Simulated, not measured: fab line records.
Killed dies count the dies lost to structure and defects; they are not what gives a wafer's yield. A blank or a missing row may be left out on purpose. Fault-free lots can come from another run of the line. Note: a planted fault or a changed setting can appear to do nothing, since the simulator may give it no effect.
Which of the tools did it? :: flow n5 finfet :: 32 wafers from 12 lots sampled at 4 of the route's 1938 steps

WHAT THE GAUGES READ, wafer by wafer
N5_BEOL_M7_OVL_MEAS_29. Usual: V6_OVL gives 0.1 nm (standard deviation 0.79).
lot: L549
measured: day 8 13:17
on: overlay-01
V6_OVL (nm): 1.9 0.3
flag: 

lot: L552
measured: day 9 12:23
on: overlay-01
V6_OVL (nm): 0.3 -0.6 0.4
flag: 

lot: L553
measured: day 9 21:07
on: overlay-01
V6_OVL (nm): 0.9 0.8 -0.2
flag: 

lot: L555
measured: day 10 01:02
on: overlay-01
V6_OVL (nm): 0.6 0.6 0.0
flag: 

lot: L556
measured: day 10 11:19
on: overlay-01
V6_OVL (nm): -0.1 -0.3
flag: 

lot: L558
measured: day 10 14:19
on: overlay-01
V6_OVL (nm): 0.4 -0.4 -1.0
flag: 

lot: L557
measured: day 10 19:34
on: overlay-01
V6_OVL (nm): 0.1 1.1
flag: 

lot: L560
measured: day 11 08:33
on: overlay-02
V6_OVL (nm): -0.1 -1.0 0.4
flag: 

lot: L562
measured: day 11 22:22
on: overlay-02
V6_OVL (nm): 0.7 -0.4
flag: 

lot: L565
measured: day 12 06:08
on: overlay-02
V6_OVL (nm): -0.2 -1.0 -0.1
flag: 

lot: L570
measured: day 13 13:43
on: overlay-02
V6_OVL (nm): -1.0 -0.8 -1.1
flag: 

lot: L572
measured: day 14 18:21
on: overlay-01
V6_OVL (nm): 1.0 0.4 1.5
flag: 

N5_BEOL_M7_OCD_MEAS_38. Usual: trench depth nm reads 93.0 nm (standard deviation 1.5).
lot: L549
measured: day 8 13:48
on: ocd-01
trench depth nm (nm): 90.5 91.3
flag: 

lot: L552
measured: day 9 13:17
on: ocd-02
trench depth nm (nm): 93.9 91.9 92.1
flag: 

lot: L553
measured: day 9 21:39
on: ocd-01
trench depth nm (nm): 92.9 90.8 90.8
flag: 

lot: L555
measured: day 10 01:33
on: ocd-02
trench depth nm (nm): 94.7 94.4 94.6
flag: 

lot: L556
measured: day 10 11:49
on: ocd-01
trench depth nm (nm): 91.7 90.8
flag: 

lot: L558
measured: day 10 15:20
on: ocd-02
trench depth nm (nm): 92.9 92.6 94.5
flag: 

lot: L557
measured: day 10 20:08
on: ocd-01
trench depth nm (nm): 90.8 91.1
flag: 

lot: L560
measured: day 11 09:04
on: ocd-02
trench depth nm (nm): 93.7 91.1 90.5
flag: 

lot: L562
measured: day 11 22:53
on: ocd-02
trench depth nm (nm): 94.7 92.9
flag: 

lot: L565
measured: day 12 06:40
on: ocd-02
trench depth nm (nm): 94.3 90.7 93.0
flag: 

lot: L570
measured: day 13 14:14
on: ocd-02
trench depth nm (nm): 96.1 93.6 92.9
flag: 

lot: L572
measured: day 14 18:55
on: ocd-01
trench depth nm (nm): 93.9 94.5 94.7
flag: 

WHICH TOOL RAN EACH LOT (tool, then ch and the chambers of the sampled wafers, then the start)
lot: L549
N5_BEOL_M7_ETCH_66: rie diel-03 ch 0,3, day 8 13:27
N5_BEOL_M7_STRIP_80: rie diel-03 ch 0,3, day 8 13:48 or earlier

lot: L552
N5_BEOL_M7_ETCH_66: rie diel-03 ch 0,2,3, day 9 12:56
N5_BEOL_M7_STRIP_80: rie diel-03 ch 0,2,3, day 9 13:17 or earlier

lot: L553
N5_BEOL_M7_ETCH_66: rie diel-03 ch 0,1,3, day 9 21:18
N5_BEOL_M7_STRIP_80: rie diel-03 ch 0,1,3, day 9 21:39 or earlier

lot: L555
N5_BEOL_M7_ETCH_66: rie diel-01 ch 0,1, day 10 01:12
N5_BEOL_M7_STRIP_80: rie diel-01 ch 0,1, day 10 01:33 or earlier

lot: L556
N5_BEOL_M7_ETCH_66: rie diel-01 ch 2,3, day 10 11:28
N5_BEOL_M7_STRIP_80: rie diel-01 ch 2,3, day 10 11:49 or earlier

lot: L558
N5_BEOL_M7_ETCH_66: rie diel-05 ch 0,1,3, day 10 14:59
N5_BEOL_M7_STRIP_80: rie diel-05 ch 0,1,3, day 10 15:20 or earlier

lot: L557
N5_BEOL_M7_ETCH_66: rie diel-01 ch 3, day 10 19:46
N5_BEOL_M7_STRIP_80: rie diel-01 ch 3, day 10 20:08 or earlier

lot: L560
N5_BEOL_M7_ETCH_66: rie diel-03 ch 0,1, day 11 08:43
N5_BEOL_M7_STRIP_80: rie diel-03 ch 0,1, day 11 09:04 or earlier

lot: L562
N5_BEOL_M7_ETCH_66: rie diel-05 ch 0,1, day 11 22:32
N5_BEOL_M7_STRIP_80: rie diel-05 ch 0,1, day 11 22:53 or earlier

lot: L565
N5_BEOL_M7_ETCH_66: rie diel-03 ch 0,1,2, day 12 06:19
N5_BEOL_M7_STRIP_80: rie diel-03 ch 0,1,2, day 12 06:40 or earlier

lot: L570
N5_BEOL_M7_ETCH_66: rie diel-01 ch 0,1,2, day 13 13:53
N5_BEOL_M7_STRIP_80: rie diel-01 ch 0,1,2, day 13 14:14 or earlier

lot: L572
N5_BEOL_M7_ETCH_66: rie diel-05 ch 0,2, day 14 18:34
N5_BEOL_M7_STRIP_80: rie diel-05 ch 0,2, day 14 18:55 or earlier
- N5_BEOL_M7_ETCH_66: etches SOC in N2/H2, target depth 80 nm, overetch 16 nm, time 120 s.
- N5_BEOL_M7_STRIP_80: strips in N2/H2, time 10 s.

AS READ BY THE TOOLS THEMSELVES (means over the sampled wafers that have a number; for cases with no such wafer, the mark the record gives instead)
N5_BEOL_M7_ETCH_66. Usual: bias w 150.0 W, standard deviation 0.44; chamber pressure mTorr 30.002 mTorr, standard deviation 0.028; drypump motor current A 5.6 A, standard deviation 0.51; oes product au 0.59 a.u., standard deviation 0.054; rf fwd power W 834.9 W, standard deviation 2.9; rf vpp V 523.5 V, standard deviation 2.9; showerhead plenum p Torr 2.53 Torr, standard deviation 0.1; throttle valve pct 17.81 %, standard deviation 0.24.
lot: L549
tool: rie diel-03
bias w (W): 149.8
chamber pressure mTorr (mTorr): 29.984
drypump motor current A (A): 5.7
oes product au (a.u.): 0.55
rf fwd power W (W): 833.2
rf vpp V (V): 525.7
showerhead plenum p Torr (Torr): 2.58
throttle valve pct (%): 17.97
flag: 

lot: L552
tool: rie diel-03
bias w (W): 149.8
chamber pressure mTorr (mTorr): 30.003
drypump motor current A (A): 5.5
oes product au (a.u.): 0.56
rf fwd power W (W): 834.3
rf vpp V (V): 522.6
showerhead plenum p Torr (Torr): 2.52
throttle valve pct (%): 17.85
flag: 

lot: L553
tool: rie diel-03
bias w (W): 150.3
chamber pressure mTorr (mTorr): 29.995
drypump motor current A (A): 5.8
oes product au (a.u.): 0.59
rf fwd power W (W): 835.1
rf vpp V (V): 523.6
showerhead plenum p Torr (Torr): 2.55
throttle valve pct (%): 17.94
flag: 

lot: L555
tool: rie diel-01
bias w (W): 150.3
chamber pressure mTorr (mTorr): 30.011
drypump motor current A (A): 5.5
oes product au (a.u.): 0.65
rf fwd power W (W): 832.2
rf vpp V (V): 526.0
showerhead plenum p Torr (Torr): 2.58
throttle valve pct (%): 17.84
flag: 

lot: L556
tool: rie diel-01
bias w (W): 150.4
chamber pressure mTorr (mTorr): 30.023
drypump motor current A (A): 5.2
oes product au (a.u.): 0.53
rf fwd power W (W): 832.5
rf vpp V (V): 520.9
showerhead plenum p Torr (Torr): 2.46
throttle valve pct (%): 18.18
flag: 

lot: L558
tool: rie diel-05
bias w (W): 149.9
chamber pressure mTorr (mTorr): 29.982
drypump motor current A (A): 5.8
oes product au (a.u.): 0.58
rf fwd power W (W): 834.7
rf vpp V (V): 524.1
showerhead plenum p Torr (Torr): 2.54
throttle valve pct (%): 17.61
flag: 

lot: L557
tool: rie diel-01
bias w (W): 150.3
chamber pressure mTorr (mTorr): 30.018
drypump motor current A (A): 5.3
oes product au (a.u.): 0.53
rf fwd power W (W): 832.3
rf vpp V (V): 520.6
showerhead plenum p Torr (Torr): 2.43
throttle valve pct (%): 17.93
flag: 

lot: L560
tool: rie diel-03
bias w (W): 150.2
chamber pressure mTorr (mTorr): 29.994
drypump motor current A (A): 6.0
oes product au (a.u.): 0.59
rf fwd power W (W): 831.8
rf vpp V (V): 522.0
showerhead plenum p Torr (Torr): 2.53
throttle valve pct (%): 18.01
flag: 

lot: L562
tool: rie diel-05
bias w (W): 150.4
chamber pressure mTorr (mTorr): 29.998
drypump motor current A (A): 5.8
oes product au (a.u.): 0.59
rf fwd power W (W): 834.2
rf vpp V (V): 522.5
showerhead plenum p Torr (Torr): 2.51
throttle valve pct (%): 17.71
flag: 

lot: L565
tool: rie diel-03
bias w (W): 150.1
chamber pressure mTorr (mTorr): 29.984
drypump motor current A (A): 5.7
oes product au (a.u.): 0.59
rf fwd power W (W): 835.8
rf vpp V (V): 521.6
showerhead plenum p Torr (Torr): 2.48
throttle valve pct (%): 17.86
flag: 

lot: L570
tool: rie diel-01
bias w (W): 164.2
chamber pressure mTorr (mTorr): 30.028
drypump motor current A (A): 5.2
oes product au (a.u.): 0.66
rf fwd power W (W): 835.3
rf vpp V (V): 555.2
showerhead plenum p Torr (Torr): 2.55
throttle valve pct (%): 17.94
flag: OFF

lot: L572
tool: rie diel-05
bias w (W): 149.5
chamber pressure mTorr (mTorr): 29.974
drypump motor current A (A): 6.0
oes product au (a.u.): 0.56
rf fwd power W (W): 834.8
rf vpp V (V): 520.7
showerhead plenum p Torr (Torr): 2.44
throttle valve pct (%): 17.73
flag: 

N5_BEOL_M7_STRIP_80. Usual: chamber pressure mTorr 20.002 mTorr, standard deviation 0.017; drypump motor current A 5.6 A, standard deviation 0.51; oes product au 0.77 a.u., standard deviation 0.074; rf vpp V 59.2 V, standard deviation 0.9; showerhead plenum p Torr 2.53 Torr, standard deviation 0.1; throttle valve pct 23.7 %, standard deviation 0.38.
lot: L549
tool: rie diel-03
chamber pressure mTorr (mTorr): 20.012
drypump motor current A (A): 5.7
oes product au (a.u.): 0.71
rf vpp V (V): 58.8
showerhead plenum p Torr (Torr): 2.58
throttle valve pct (%): 23.9
flag: 

lot: L552
tool: rie diel-03
chamber pressure mTorr (mTorr): 20.006
drypump motor current A (A): 5.4
oes product au (a.u.): 0.73
rf vpp V (V): 59.3
showerhead plenum p Torr (Torr): 2.52
throttle valve pct (%): 23.6
flag: 

lot: L553
tool: rie diel-03
chamber pressure mTorr (mTorr): 20.016
drypump motor current A (A): 5.8
oes product au (a.u.): 0.77
rf vpp V (V): 58.9
showerhead plenum p Torr (Torr): 2.55
throttle valve pct (%): 23.9
flag: 

lot: L555
tool: rie diel-01
chamber pressure mTorr (mTorr): 19.994
drypump motor current A (A): 5.5
oes product au (a.u.): 0.84
rf vpp V (V): 59.2
showerhead plenum p Torr (Torr): 2.58
throttle valve pct (%): 23.7
flag: 

lot: L556
tool: rie diel-01
chamber pressure mTorr (mTorr): 20.021
drypump motor current A (A): 5.2
oes product au (a.u.): 0.68
rf vpp V (V): 58.8
showerhead plenum p Torr (Torr): 2.46
throttle valve pct (%): 24.1
flag: 

lot: L558
tool: rie diel-05
chamber pressure mTorr (mTorr): 20.008
drypump motor current A (A): 5.8
oes product au (a.u.): 0.75
rf vpp V (V): 59.9
showerhead plenum p Torr (Torr): 2.54
throttle valve pct (%): 23.4
flag: 

lot: L557
tool: rie diel-01
chamber pressure mTorr (mTorr): 19.996
drypump motor current A (A): 5.3
oes product au (a.u.): 0.68
rf vpp V (V): 59.0
showerhead plenum p Torr (Torr): 2.42
throttle valve pct (%): 23.8
flag: 

lot: L560
tool: rie diel-03
chamber pressure mTorr (mTorr): 20.004
drypump motor current A (A): 6.0
oes product au (a.u.): 0.77
rf vpp V (V): 58.6
showerhead plenum p Torr (Torr): 2.52
throttle valve pct (%): 24.0
flag: 

lot: L562
tool: rie diel-05
chamber pressure mTorr (mTorr): 19.977
drypump motor current A (A): 5.8
oes product au (a.u.): 0.78
rf vpp V (V): 60.3
showerhead plenum p Torr (Torr): 2.51
throttle valve pct (%): 23.5
flag: 

lot: L565
tool: rie diel-03
chamber pressure mTorr (mTorr): 20.007
drypump motor current A (A): 5.7
oes product au (a.u.): 0.76
rf vpp V (V): 58.7
showerhead plenum p Torr (Torr): 2.47
throttle valve pct (%): 23.7
flag: 

lot: L570
tool: rie diel-01
chamber pressure mTorr (mTorr): 20.000
drypump motor current A (A): 5.2
oes product au (a.u.): 0.86
rf vpp V (V): 59.0
showerhead plenum p Torr (Torr): 2.54
throttle valve pct (%): 23.9
flag: 

lot: L572
tool: rie diel-05
chamber pressure mTorr (mTorr): 19.995
drypump motor current A (A): 6.0
oes product au (a.u.): 0.74
rf vpp V (V): 58.9
showerhead plenum p Torr (Torr): 2.44
throttle valve pct (%): 23.6
flag: 

THE ANSWER, worked out from the rows above alone
Rule: lot off if the mean of its wafers having a number is beyond 3 standard deviations from the usual mean. Also off: a lot with no number at a reading for which 4 or more lots have one. Any other lot the step has rows for is counted as sound. First the gauges in route order, then the tools' own readings, where a lot's mean is used as printed above. At the first step where some lot is off, the reading lying furthest off is the one used; lots without a number count as furthest.
Off: L570, at N5_BEOL_M7_ETCH_66 (bias w).
A tool fits if, at that step or a process step before it, it ran every lot that is off, and no sound lot after the first of them. One fits: N5_BEOL_M7_ETCH_66 on rie diel-01. A fault onset in the window from L557 (day 10 19:46, its last sound lot) to L570 (day 13 13:53, its first lot off) fits.
The tool's own readings at N5_BEOL_M7_ETCH_66 bear it out: on the lots that are off they differ by more than 5 times the standard deviation of the sound lots' means. bias w reads 164.2 W there against 150.1 W on the sound lots; rf vpp V reads 555.2 V there against 522.8 V on the sound lots.

WHAT THE SIMULATOR HAD INSERTED
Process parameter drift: rie diel-01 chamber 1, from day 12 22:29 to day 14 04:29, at N5_BEOL_M7_ETCH_66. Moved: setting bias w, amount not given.
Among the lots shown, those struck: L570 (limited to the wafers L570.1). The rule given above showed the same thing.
